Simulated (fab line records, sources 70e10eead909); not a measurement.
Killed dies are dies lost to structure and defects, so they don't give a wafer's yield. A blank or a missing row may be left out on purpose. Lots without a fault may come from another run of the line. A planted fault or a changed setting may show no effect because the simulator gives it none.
Chamber matching | flow nand_harc | NHARC_P_GATE_DESCUM_31 on rie_diel-04: 4 sister chambers
The step chemistry O2, time 3 s. 18 wafers are shown with their chamber, then 9 later ones without.

WAFERS WITH THEIR CHAMBER
wafer  | chamber | showerhead_plenum_p_Torr (Torr) | drypump_motor_current_A (A) | oes_product_au (a.u.)
L074.3 | 0       | 1.93                            | 5.6                         | 1.005
L074.4 | 2       | 1.91                            | 5.9                         | 1.008
L074.5 | 2       | 1.91                            | 5.8                         | 1.010
L076.2 | 2       | 1.91                            | 5.8                         | 1.006
L076.4 | 3       | 1.84                            | 5.3                         | 1.015
L076.6 | 1       | 1.94                            | 5.0                         | 0.999
L081.4 | 1       | 1.93                            | 4.9                         | 0.987
L081.5 | 1       | 1.93                            | 4.9                         | 0.995
L081.6 | 2       | 1.91                            | 5.8                         | 1.004
L082.1 | 3       | 1.84                            | 5.2                         | 1.001
L082.2 | 0       | 1.93                            | 5.6                         | 0.988
L082.4 | 1       | 1.93                            | 5.0                         | 1.008
L085.1 | 1       | 1.93                            | 4.9                         | 0.993
L085.2 | 0       | 1.92                            | 5.6                         | 0.982
L085.4 | 2       | 1.91                            | 5.9                         | 1.010
L087.2 | 3       | 1.84                            | 5.2                         | 1.012
L087.4 | 1       | 1.93                            | 4.9                         | 1.000
L087.5 | 3       | 1.84                            | 5.3                         | 1.014

SIGNATURES (means of the wafers above)
reading                  | chamber 0 | chamber 1 | chamber 2 | chamber 3 | scatter within a chamber
showerhead_plenum_p_Torr | 1.9267    | 1.9317    | 1.9100    | 1.8400    | 0.00327
drypump_motor_current_A  | 5.600     | 4.933     | 5.840     | 5.250     | 0.0502
oes_product_au           | 0.99167   | 0.99700   | 1.00760   | 1.01050   | 0.00702
Rule: a wafer's distance from a chamber is the root of the sum, over the readings, of the square of ((its reading less the chamber's mean) divided by the reading's scatter). The wafer belongs to the nearest chamber; if the next one is less than 2 further off, it can't be placed. The scatter: the root of (the sum of the squares of (reading less its chamber's mean) over the shown wafers, divided by (wafers less chambers)).

WAFERS WITHOUT THEIR CHAMBER
wafer  | showerhead_plenum_p_Torr (Torr) | drypump_motor_current_A (A) | oes_product_au (a.u.)
L089.1 | 1.92                            | 5.6                         | 0.983
L089.3 | 1.90                            | 5.8                         | 1.007
L089.4 | 1.93                            | 5.0                         | 1.021
L093.1 | 1.84                            | 5.3                         | 0.994
L093.3 | 1.92                            | 5.6                         | 0.985
L093.6 | 1.92                            | 5.0                         | 1.000
L097.1 | 1.92                            | 5.6                         | 0.987
L097.4 | 1.83                            | 5.2                         | 1.010
L097.6 | 1.92                            | 4.9                         | 1.000

WHICH CHAMBER EACH WENT THROUGH
wafer  | from the rows above | in truth
L089.1 | 0                   | 0
L089.3 | 2                   | 2
L089.4 | 1                   | 1
L093.1 | 3                   | 3
L093.3 | 0                   | 0
L093.6 | 1                   | 1
L097.1 | 0                   | 0
L097.4 | 3                   | 3
L097.6 | 1                   | 1
Placed correctly: 9 of 9. Can't be placed from these rows: 0. Placed wrongly: 0.
